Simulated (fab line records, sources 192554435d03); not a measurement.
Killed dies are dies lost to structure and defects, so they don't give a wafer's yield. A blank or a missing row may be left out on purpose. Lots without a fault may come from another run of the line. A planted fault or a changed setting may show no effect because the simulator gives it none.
fab line records | flow n5_finfet
record lots=8 wafers=24 last_day=18
route steps=1938 shown BEOL_M0_SAQP@651 BEOL_M4@1111 PASSIVATION@1936
lots that met no fault: from a run of the same line without faults
start_h: hours from the record's first day to the start of the lot's first wafer shown | wait_h: hours since the lot's step before | " the same as in the row above | L1.1+2: a row that stands for several wafers | - no value, or no start given | * or withheld: withheld | < > ~ a bound
route shown NAME@n: a module of which the file shows steps, and the number in the route of the first | usual: mean/standard deviation of fault-free wafers | same: alike in all rows | chamber/n: place in a boat | sites: the reading at each site | _std_site: their standard deviation | _edge_site: outer sites' mean less inner sites' | radius_mm: how far each site lies from the wafer's centre | mask NAME#n: copy n | behind: the tool/chamber that last shaped the wafer | hold: why the lot was held/for how many hours/how that ended | device: the transistor (n, p or np) that didn't switch | end of line: the same wafers' tests at the end of the route | a step without rows: its recipe alone | killed: dies lost to structure and defects at the first sort, not the wafer's yield | map: a wafer's dies, x killed, . not, _ none there
set.NAME: the setting as run; set.NAME@STEP: as run at that earlier step | model.NAME: the simulator's own value behind a step, which no gauge read
steps of the route over a sample of lots; a table a step, a row a wafer
services: from which hour (start_h, from the record's first day; less than 0 if before it) a tool's chamber was out of use, for how many hours, and why
## steps
# step N5_BEOL_M0_SAQP_INSPECT_16
# recipe mode=adi inspect_instrument=brightfield
# usual raw_defect_count=488/160
# columns lot.wafer tool chamber start_h wait_h raw_defect_count
L651.3 defect_inspect-02 - 122.70 0.0 601
L651.4 " - " " 327
L651.6 " - " " 389
L652.3 defect_inspect-02 - 129.06 0.0 428
L652.4 " - " " 445
L652.6 " - " " 378
L657.1 defect_inspect-02 - 157.69 0.0 582
L657.4 " - " " 654
L657.5 " - " " 608
L661.1 defect_inspect-02 - 184.71 0.0 329
L661.2 " - " " 248
L661.4 " - " " 358
L662.1 defect_inspect-02 - 191.68 0.0 447
L662.2 " - " " 675
L662.6 " - " " 442
L663.2 defect_inspect-01 - 193.58 0.0 491
L663.5 " - " " 502
L663.6 " - " " 499
L671.1 defect_inspect-01 - 238.22 0.0 394
L671.2 " - " " 400
L671.4 " - " " 685
L672.4 defect_inspect-02 - 248.31 0.0 301
L672.5 " - " " 253
L672.6 " - " " 297
# step N5_BEOL_M0_SAQP_HM_OPEN_112
# recipe chemistry=CHF3/O2 target=SiO2 stop_on=a-Si target_depth_a=120 over_etch_frac=1.25 mask_material=SOC time_s=13.5 pressure_mtorr=30 source_w=650 bias_w=170 Ar_flow_sccm=200 CHF3_flow_sccm=50 O2_flow_sccm=5 ion_energy_ev=200 ends=end_point
# usual drypump_motor_current_A=5.7/0.37 oes_product_au=0.52/0.051 rf_vpp_V=522/8.8 showerhead_plenum_p_Torr=2.42/0.088 throttle_valve_pct=18.72/0.28
# columns lot.wafer tool chamber start_h wait_h drypump_motor_current_A oes_product_au rf_hours_counter_h rf_vpp_V showerhead_plenum_p_Torr throttle_valve_pct
L651.3 rie_diel-01 2 122.93 0.0 6.1 0.47 201 515 2.28 18.81
L651.4 " 3 " " 6.2 0.60 30 541 2.36 18.53
L651.6 " 1 " " 5.8 0.48 - 527 2.41 18.68
L652.3 rie_diel-06 2 129.29 0.0 5.2 0.47 194 517 2.40 19.14
L652.4 " 0 " " 5.8 0.60 23 509 2.34 18.67
L652.6 " 3 " " 5.3 0.56 - 531 2.55 18.84
L657.1 rie_diel-06 3 157.92 0.0 5.3 0.56 56 531 2.55 18.84
L657.4 " 0 " " 5.8 0.59 31 510 2.33 18.69
L657.5 " 0 " " 5.8 0.59 - 510 2.33 18.68
L661.1 rie_diel-06 3 184.94 0.0 5.3 0.55 64 530 2.55 18.85
L661.2 " 2 " " 5.2 0.46 208 518 2.40 19.17
L661.4 " 1 " " 5.9 0.56 43 524 2.44 18.28
L662.1 rie_diel-06 2 191.91 0.0 5.2 0.46 211 518 2.40 19.17
L662.2 " 1 " " 5.9 0.56 45 525 2.44 18.29
L662.6 " 2 " " 5.2 0.47 - 518 2.40 19.18
L663.2 rie_diel-01 1 193.80 0.0 5.8 0.47 198 526 2.40 18.73
L663.5 " 3 " " 6.2 0.58 - 539 2.35 18.56
L663.6 " 2 " " 6.1 0.46 - 515 2.27 18.82
L671.1 rie_diel-01 1 238.44 0.0 5.8 0.46 213 523 2.39 18.75
L671.2 " 0 " " 5.2 0.47 192 512 2.48 18.89
L671.4 " 3 " " 6.3 0.57 64 542 2.35 18.58
L672.4 rie_diel-06 3 248.61 0.0 5.3 0.52 86 530 2.54 18.89
L672.5 " 0 " " 5.8 0.56 - 510 2.32 18.71
L672.6 " 3 " " 5.3 0.53 - 532 2.54 18.88
# step N5_BEOL_M0_SAQP_EXPOSE_37
# recipe mask_id=M0_CUT1 na=0.33 source_shape=annular sigma_inner=0.35 sigma_outer=0.8 polarization=unpolarized target_cd_nm=30 dose_mj=44.75
# usual exposure_dose_mJ_cm2=44.99/0.23
# columns lot.wafer tool chamber start_h wait_h mask exposure_dose_mJ_cm2
L651.3 euv_scanner-02 0 126.88 - M0_CUT1#0 45.17
L651.4 " 0 " " M0_CUT1#0 45.28
L651.6 " 0 " " M0_CUT1#0 45.22
L652.3 euv_scanner-02 0 132.61 - M0_CUT1#0 45.21
L652.4 " 0 " " M0_CUT1#0 45.16
L652.6 " 0 " " M0_CUT1#0 45.17
L657.1 euv_scanner-02 0 161.55 - M0_CUT1#0 40.04
L657.4 " 0 " " M0_CUT1#0 40.06
L657.5 " 0 " " M0_CUT1#0 40.02
L661.1 euv_scanner-02 0 189.07 - M0_CUT1#0 40.92
L661.2 " 0 " " M0_CUT1#0 41.01
L661.4 " 0 " " M0_CUT1#0 40.95
L662.1 euv_scanner-01 0 195.61 - M0_CUT1#0 44.65
L662.2 " 0 " " M0_CUT1#0 44.71
L662.6 " 0 " " M0_CUT1#0 44.68
L663.2 euv_scanner-01 0 197.52 - M0_CUT1#0 44.76
L663.5 " 0 " " M0_CUT1#0 44.69
L663.6 " 0 " " M0_CUT1#0 44.70
L671.1 euv_scanner-01 0 242.81 - M0_CUT1#0 44.73
L671.2 " 0 " " M0_CUT1#0 44.68
L671.4 " 0 " " M0_CUT1#0 44.78
L672.4 euv_scanner-01 0 251.96 - M0_CUT1#0 44.71
L672.5 " 0 " " M0_CUT1#0 44.69
L672.6 " 0 " " M0_CUT1#0 44.71
# step N5_BEOL_M0_SAQP_CD_MEAS_40
# recipe target_cd_nm=30 landing_energy_ev=500 detector=se_inlens
# usual cd_nm=30.02/0.27
# columns lot.wafer tool chamber start_h wait_h cd_nm
L651.3 cd_sem-02 0 127.00 - 29.87
L651.4 " 0 " " 30.39
L651.6 " 0 " " 30.29
L652.3 cd_sem-02 0 132.73 - 30.24
L652.4 " 0 " " 30.55
L652.6 " 0 " " 30.17
L657.1 cd_sem-02 0 161.68 - 26.93
L657.4 " 0 " " 27.51
L657.5 " 0 " " 27.24
L661.1 cd_sem-02 0 189.20 - 27.89
L661.2 " 0 " " 27.64
L661.4 " 0 " " 28.30
L662.1 cd_sem-02 0 195.74 - 30.41
L662.2 " 0 " " 29.86
L662.6 " 0 " " 29.97
L663.2 cd_sem-02 0 197.65 - 29.69
L663.5 " 0 " " 29.65
L663.6 " 0 " " 30.24
L671.1 cd_sem-03 0 242.94 - 30.00
L671.2 " 0 " " 30.06
L671.4 " 0 " " 29.85
L672.4 cd_sem-02 0 252.08 - 30.43
L672.5 " 0 " " 29.85
L672.6 " 0 " " 30.12
# step N5_BEOL_M0_SAQP_ETCH_73
# recipe chemistry=CF4 target=SiARC target_depth_a=195 mask_material=CAR-EUV time_s=32.5 ion_energy_ev=80 pressure_mtorr=40 source_w=545 bias_w=36 Ar_flow_sccm=100 cf4_flow_sccm=100 ends=cleared
# usual drypump_motor_current_A=5.7/0.37 etch_rf_on_time_s=32.4/0.59 oes_product_au=0.66/0.065 rf_vpp_V=184.0/1.3 showerhead_plenum_p_Torr=2.14/0.078 throttle_valve_pct=15.55/0.27
# columns lot.wafer tool chamber start_h wait_h drypump_motor_current_A etch_rf_on_time_s oes_product_au rf_hours_counter_h rf_vpp_V showerhead_plenum_p_Torr throttle_valve_pct
L651.3 rie_diel-01 3 127.17 0.0 6.2 32.7 0.77 32 183.6 2.11 15.36
L651.4 " 0 " " 5.2 32.7 0.63 160 186.0 2.21 15.64
L651.6 " 2 " " 6.1 31.5 0.62 - 183.3 2.04 15.75
L652.3 rie_diel-01 3 132.90 0.0 6.2 33.0 0.76 33 183.9 2.11 15.34
L652.4 " 0 " " 5.2 33.0 0.63 161 185.7 2.21 15.64
L652.6 " 1 " " 5.8 32.3 0.63 - 182.5 2.14 15.52
L657.1 rie_diel-03 3 162.02 0.0 5.9 31.7 0.59 235 185.7 2.20 16.02
L657.4 " 0 " " 5.2 31.9 0.72 62 185.8 2.27 15.23
L657.5 " 0 " " 5.2 31.9 0.72 - 186.5 2.27 15.23
L661.1 rie_diel-01 3 189.38 0.0 6.2 32.2 0.76 50 182.8 2.10 15.39
L661.2 " 1 " " 5.8 31.4 0.63 196 185.0 2.13 15.53
L661.4 " 0 " " 5.2 32.9 0.61 177 184.2 2.21 15.69
L662.1 rie_diel-03 1 196.04 0.0 6.0 33.6 0.67 89 184.0 2.25 15.23
L662.2 " 2 " " 5.3 32.7 0.64 170 183.3 2.05 15.28
L662.6 " 1 " " 6.0 33.7 0.67 - 186.1 2.25 15.21
L663.2 rie_diel-03 1 197.82 0.0 6.0 34.0 0.66 90 186.1 2.25 15.22
L663.5 " 2 " " 5.2 32.9 0.63 - 185.0 2.05 15.28
L663.6 " 1 " " 6.0 33.9 0.67 - 185.3 2.25 15.24
L671.1 rie_diel-01 3 243.12 0.0 6.2 33.1 0.73 65 185.6 2.09 15.41
L671.2 " 0 " " 5.2 33.2 0.60 193 185.4 2.20 15.71
L671.4 " 2 " " 6.1 31.5 0.60 237 182.3 2.03 15.81
L672.4 rie_diel-06 0 252.26 0.0 5.8 32.5 0.74 - 185.1 2.08 15.62
L672.5 " 2 " " 5.2 32.6 0.60 - 184.8 2.13 16.04
L672.6 " 1 " " 5.9 31.9 0.74 - 184.7 2.16 15.12
# step N5_BEOL_M4_RC_MEAS_101
# usual DIBL_N=36.9/1.7 DIBL_P=36.7/2.1 IOFF_N=0.17/0.032 IOFF_P=0.22/0.036 ION_N=674/12 ION_P=461/7 SS_N=71.7/0.6 SS_P=73.4/0.67 VT_N=249/3.1 VT_P=-250/3.2
# columns lot.wafer tool chamber start_h wait_h DIBL_N[mV/V] DIBL_P[mV/V] IOFF_N[nA/um] IOFF_P[nA/um] ION_N[uA/um] ION_P[uA/um] SS_N[mV/dec] SS_P[mV/dec] VT_N[mV] VT_P[mV]
L652.3 prober-02 0 182.21 0.3 32.8 32.8 0.12 0.17 660 454 70.6 72.8 255 -252
L652.4 " 0 " " 35.9 35.1 0.16 0.20 663 454 71.8 72.8 250 -252
L652.6 " 0 " " 34.4 32.9 0.14 0.17 652 446 71.6 72.2 252 -251
L651.3 prober-02 0 186.05 0.3 35.1 33.9 0.13 0.15 653 449 70.7 73.5 251 -257
L651.4 " 0 " " 37.2 36.8 0.17 0.19 682 455 71.6 73.1 251 -255
L651.6 " 0 " " 37.5 35.1 0.17 0.16 677 451 71.5 73.5 248 -256
L661.1 prober-01 0 240.87 0.0 37.7 38.5 0.19 0.26 688 475 72.3 73.5 248 -245
L661.2 " 0 " " 34.9 36.7 0.14 0.21 677 466 70.8 73.7 253 -249
L661.4 " 0 " " 36.2 37.5 0.16 0.23 677 461 72.2 72.3 248 -246
L662.1 prober-02 0 249.66 0.0 34.9 35.1 0.13 0.16 673 455 70.6 73.0 251 -256
L662.2 " 0 " " 35.7 34.9 0.14 0.16 672 454 71.3 73.2 253 -256
L662.6 " 0 " " 36.9 37.2 0.17 0.19 686 459 71.6 74.1 250 -251
L663.2 prober-01 0 249.86 0.2 38.3 38.9 0.21 0.27 691 467 71.7 74.6 247 -247
L663.5 " 0 " " 38.2 39.0 0.21 0.26 691 470 71.4 74.2 246 -248
L663.6 " 0 " " 35.9 36.5 0.16 0.21 681 467 71.6 72.9 251 -250
L671.1 prober-02 0 295.20 0.0 37.5 38.7 0.20 0.28 681 473 72.4 74.4 244 -247
L671.2 " 0 " " 38.9 40.3 0.23 0.30 696 471 72.0 74.2 245 -243
L671.4 " 0 " " 35.0 35.1 0.14 0.22 660 468 71.2 73.2 251 -249
L672.4 prober-01 0 312.33 0.5 39.1 38.5 0.18 0.23 663 460 71.9 74.1 251 -249
L672.5 " 0 " " 37.7 37.1 0.16 0.22 659 458 72.1 73.7 252 -248
L672.6 " 0 " " 39.5 39.5 0.19 0.26 681 467 72.8 73.8 251 -247
# step N5_PASSIVATION_PROBE_49
# usual defect_limited_yield=91.7/1.5 killed_at_M0_to_M3=32/9.6 killed_at_M4_up=13/5.3 killed_at_contacts=12/6.8 killed_at_front_end=36/9.8 killed_at_other=4/3.1 killed_dies=98/17 killed_on_rim=13/4 killed_open=65/13 killed_short=32/8.5 sort_bin_5_function=4.9/0.93 sort_bin_6_memory=3.2/0.67 sort_n_pass=1082/17 sort_yield_pct=91.7/1.4
# same gross_dies=1180 killed_at_back_side=0 sort_bin_4_leakage[%]=0 sort_bin_8_speed[%]=0
# columns lot.wafer tool chamber start_h wait_h defect_limited_yield[%] killed_at_M0_to_M3 killed_at_M4_up killed_at_contacts killed_at_front_end killed_at_other killed_dies killed_on_rim killed_open killed_short sort_bin_5_function[%] sort_bin_6_memory[%] sort_n_pass sort_yield_pct[%]
L657.1 prober-02 - 309.88 0.0 10.8 972 24 20 34 2 1052 140 81 22 62.3 18.1 128 10.8
L657.4 prober-02 - 310.03 0.2 11.4 958 23 30 32 2 1045 137 76 36 61.9 17.2 135 11.4
L657.5 prober-02 - 310.08 0.2 10.9 955 25 31 35 5 1051 138 70 56 62.3 17.6 129 10.9
L661.1 prober-02 - 361.30 1.2 56.6 441 13 11 44 3 512 68 75 32 26.4 15.0 668 56.6
L661.2 prober-02 - 361.35 1.3 57.5 437 8 9 45 2 501 61 60 30 24.7 15.6 679 57.5
L661.4 prober-02 - 361.45 1.4 56.3 441 7 21 45 2 516 71 69 34 26.3 15.1 664 56.3
# killed by level:class
L657.1 BEOL_M0_SAQP:area_expose=949 MOL_CONTACT_COAG:geometric_particle:open=16 STI_FIN_REVEAL:geometric_particle:open=12 BEOL_M4:geometric_particle:open=9 FIN_SAQP:geometric_particle:short=6 BEOL_M0_SAQP:geometric_particle:open=6 DUMMY_GATE:geometric_particle:open=5 BEOL_M0:geometric_particle:open=5
L657.4 BEOL_M0_SAQP:area_expose=930 MOL_CONTACT_COAG:geometric_particle:open=25 BEOL_M4:geometric_particle:open=13 FIN_SAQP:geometric_particle:short=7 BEOL_M0_SAQP:geometric_particle:short=7 BEOL_M3:geometric_particle:open=6 STI_FIN_REVEAL:geometric_particle:open=5 MOL_CONTACT_COAG:geometric_particle:short=5
L657.5 BEOL_M0_SAQP:area_expose=924 MOL_CONTACT_COAG:geometric_particle:open=26 FIN_SAQP:geometric_particle:short=12 BEOL_M4:geometric_particle:short=10 BEOL_M0_SAQP:geometric_particle:short=10 BEOL_M4:geometric_particle:open=9 BEOL_M0_SAQP:geometric_particle:open=7 FIN_SAQP:geometric_particle:open=5
L661.1 BEOL_M0_SAQP:area_expose=403 STI_FIN_REVEAL:geometric_particle:open=11 MOL_CONTACT_COAG:geometric_particle:open=11 BEOL_M0_SAQP:geometric_particle:open=8 BEOL_M1:geometric_particle:open=8 FIN_SAQP:geometric_particle:open=7 FIN_SAQP:geometric_particle:short=6 BEOL_M2:geometric_particle:open=6
L661.2 BEOL_M0_SAQP:area_expose=411 STI_FIN_REVEAL:geometric_particle:open=12 FIN_SAQP:geometric_particle:open=9 FIN_SAQP:geometric_particle:short=8 BEOL_M0_SAQP:geometric_particle:open=8 MOL_CONTACT_COAG:geometric_particle:open=7 BEOL_M0_SAQP:geometric_particle:short=7 BEOL_M3:geometric_particle:open=5
L661.4 BEOL_M0_SAQP:area_expose=413 MOL_CONTACT_COAG:geometric_particle:open=19 STI_FIN_REVEAL:geometric_particle:open=17 BEOL_M0_SAQP:geometric_particle:short=7 BEOL_M1:geometric_particle:open=6 GATE_CUT:geometric_particle:short=5 FIN_SAQP:geometric_particle:short=4 GATE_CUT:geometric_particle:open=4
## services
# columns tool chamber start_h hours kind
euv_scanner-01 - 102.80 1.4 repair
rie_diel-06 1 108.93 13.4 repair
euv_scanner-01 0 112.75 - calibration
euv_scanner-01 - 114.19 4.6 pm
euv_scanner-02 - 124.93 - calibration
euv_scanner-02 - 131.15 0.8 repair
euv_scanner-01 - 145.52 1.0 pm
euv_scanner-02 - 154.26 1.0 pm
euv_scanner-02 0 169.02 - calibration
rie_diel-06 0 191.26 3.2 repair
rie_diel-03 0 195.40 6.6 repair
euv_scanner-02 - 195.97 4.6 repair
euv_scanner-01 - 201.67 1.0 pm
rie_diel-06 1 206.40 12.2 repair
euv_scanner-02 - 210.41 1.0 pm
rie_diel-06 - 215.37 0.3 repair
rie_diel-03 3 218.34 1.6 repair
rie_diel-03 - 218.39 7.2 repair
rie_diel-03 3 231.56 - clean
rie_diel-03 3 231.56 - consumable_replace:focus_ring
rie_diel-03 3 231.56 15.0 scheduled_down
rie_diel-03 3 231.56 15.0 vent_cycle
euv_scanner-02 - 240.17 4.6 pm
rie_diel-06 3 248.87 4.0 repair
## key
first_sign step=N5_BEOL_M0_SAQP_EXPOSE_37 reading=exposure_dose_mJ_cm2 direction=down sigmas=19 usual=44.99 struck=40.50
effect step=N5_BEOL_M0_SAQP_CD_MEAS_40 reading=cd_nm direction=down sigmas=9 usual=30.02 struck=27.59 through=control_loop
effect step=N5_PASSIVATION_PROBE_49 reading=killed_at_M0_to_M3 direction=up sigmas=70 usual=32 struck=701
more_kills_born_at N5_BEOL_M0_SAQP_EXPOSE_37@euv_scanner-02=4031
met_at N5_BEOL_M0_SAQP_EXPOSE_37
struck_lots L657,L661
later_rows_left_out L657.1,L657.4,L657.5
loop_trim step=N5_BEOL_M0_SAQP_EXPOSE_37 setting=dose lots=L661
not_acting_at N5_BEOL_M0_SAQP_INSPECT_16,N5_BEOL_M0_SAQP_HM_OPEN_112,N5_BEOL_M0_SAQP_ETCH_73
onset_between 132.61 161.55
fault kind=process_parameter_drift tool=euv_scanner-02 chamber=- onset_h=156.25 steps=N5_BEOL_M0_SAQP_EXPOSE_37 channel=dose_mj offset=-5.2295 shape=step acts_in=these_recipes_only stated=44.75
# later_rows_left_out: the simulator's readings of these wafers behind a module that went badly wrong aren't trusted and aren't shown, but for the sort
# loop_trim: a control loop set the setting to another value than it would have without faults
